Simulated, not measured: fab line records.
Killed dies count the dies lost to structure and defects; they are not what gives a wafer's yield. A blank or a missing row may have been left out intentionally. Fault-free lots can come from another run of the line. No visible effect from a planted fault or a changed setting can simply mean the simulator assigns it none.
Chamber matching | flow n5Finfet | N5_BEOL_M7_ETCH_65 on rieDiel-05 has 4 sister chambers
The step etches SiARC in CF4, target depth 15.6 nm, time 26 s. 4 wafers are shown with their chamber, then 7 later ones without.

WAFERS, EACH WITH ITS CHAMBER
wafer  | chamber | throttleValvePct (%)
L087.5 | 3       | 16.06
L088.1 | 1       | 15.09
L089.1 | 0       | 15.60
L089.4 | 2       | 15.58

WAFERS WITHOUT THEIR CHAMBER
wafer  | throttleValvePct (%)
L089.6 | 15.62
L090.3 | 15.57
L090.4 | 16.06
L090.6 | 15.12
L096.4 | 15.62
L096.5 | 15.14
L096.6 | 15.63

THE CHAMBER EACH PASSED THROUGH
wafer  | from the rows above     | in truth
L089.6 | can't be placed: 0 or 2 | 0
L090.3 | can't be placed: 2 or 0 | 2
L090.4 | 3                       | 3
L090.6 | 1                       | 1
L096.4 | can't be placed: 0 or 2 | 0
L096.5 | 1                       | 1
L096.6 | can't be placed: 0 or 2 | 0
Placed correctly: 3 of 7. These rows do not allow placing 4 (true chamber among the candidates in 4). 0 placed wrongly.
How it was worked out, from the rows above alone: a wafer's distance from a chamber is the root of the sum, over the readings, of the square of ((its reading less the chamber's mean) divided by the reading's scatter). The wafer belongs to the nearest chamber; if the next one is less than 2 further off, it can't be placed. The mean given for a chamber averages the wafers shown for that chamber. The scatter: root of mean squared gap, hidden wafer to nearest shown wafer, with one shown wafer a chamber.
